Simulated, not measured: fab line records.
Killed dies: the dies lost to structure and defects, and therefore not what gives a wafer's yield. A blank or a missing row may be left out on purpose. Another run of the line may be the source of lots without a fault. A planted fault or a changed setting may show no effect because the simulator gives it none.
Which of the tools did it?	flow n5Finfet	25 wafers from 9 lots sampled at 3 of the route's 1938 steps

WHAT EACH GAUGE READ, for each wafer
N5_MOL_CONTACT_COAG_CD_MEAS_84 targets a cd of 25.1 nm.
lot	measured	on	cdNm (nm)
L341	day 5 16:28	cdSem-02	25.22 25.41 25.28
L342	day 6 06:57	cdSem-02	25.11 25.00 25.19
L343	day 6 11:46	cdSem-01	24.97 25.28 25.34
L344	day 6 19:13	cdSem-03	24.79 25.28
L346	day 7 04:36	cdSem-01	25.38 25.27 25.05
L355	day 9 13:33	cdSem-02	25.45 25.41 8.98
L357	day 9 23:06	cdSem-03	24.49 25.20 25.19
L358	day 10 03:24	cdSem-01	25.31 25.37
L361	day 10 20:05	cdSem-01	25.12 25.23 25.36

TOOL THAT RAN EACH LOT (tool first, then ch and the chambers of the sampled wafers, then the start)
lot	N5_MOL_CONTACT_COAG_PRE_CLEAN_142	N5_MOL_CONTACT_COAG_EXPOSE_81
L341	pvdSputter-01, day 5 12:31	euvScanner-01 ch 0, day 5 16:20
L342	pvdSputter-02, day 6 03:01	euvScanner-02 ch 0, day 6 06:49
L343	pvdSputter-02, day 6 07:54	euvScanner-02 ch 0, day 6 11:38
L344	pvdSputter-01, day 6 14:16	euvScanner-01 ch 0, day 6 19:05
L346	pvdSputter-01, day 7 00:32	euvScanner-01 ch 0, day 7 04:27
L355	pvdSputter-01, day 9 06:52	euvScanner-01 ch 0, day 9 13:24
L357	pvdSputter-01, day 9 18:56	euvScanner-02 ch 0, day 9 22:58
L358	pvdSputter-03, day 9 23:26	euvScanner-02 ch 0, day 10 03:16
L361	pvdSputter-01, day 10 15:11	euvScanner-02 ch 0, day 10 19:56
- N5_MOL_CONTACT_COAG_PRE_CLEAN_142: time 60 s.
- N5_MOL_CONTACT_COAG_EXPOSE_81: exposes mask VG, defocus 0 nm.

THE ANSWER, worked out from the rows above alone
Rule: what is usual is taken from the lots themselves. The widest of any qualifying gaps counts: lots, ordered by their means at a reading, are off when they make up no more than a third of the lots, leave a main group of 4 or more, and stand apart from it by 3 or more times the standard deviation of that group's means. Not used: any main group whose means are identical at the precision the tables above print for the reading. A lot without any number at a reading at which 4 lots or more have one is off too. Where the step has rows for the other lots, those lots are counted as sound.
Off at N5_MOL_CONTACT_COAG_CD_MEAS_84 (cdNm): L355. For the main group the mean is 25.18 nm and the standard deviation 0.12.
If a tool, at a process step before that reading, ran all the lots that are off and no sound lot after the first of them, it fits. Gauges at N5_MOL_CONTACT_COAG_CD_MEAS_84: tried the same way as those tools. Undecided on this evidence; 2 tools fit (euvScanner-01 at N5_MOL_CONTACT_COAG_EXPOSE_81, cdSem-02 at N5_MOL_CONTACT_COAG_CD_MEAS_84).

WHAT THE SIMULATOR HAD INSERTED
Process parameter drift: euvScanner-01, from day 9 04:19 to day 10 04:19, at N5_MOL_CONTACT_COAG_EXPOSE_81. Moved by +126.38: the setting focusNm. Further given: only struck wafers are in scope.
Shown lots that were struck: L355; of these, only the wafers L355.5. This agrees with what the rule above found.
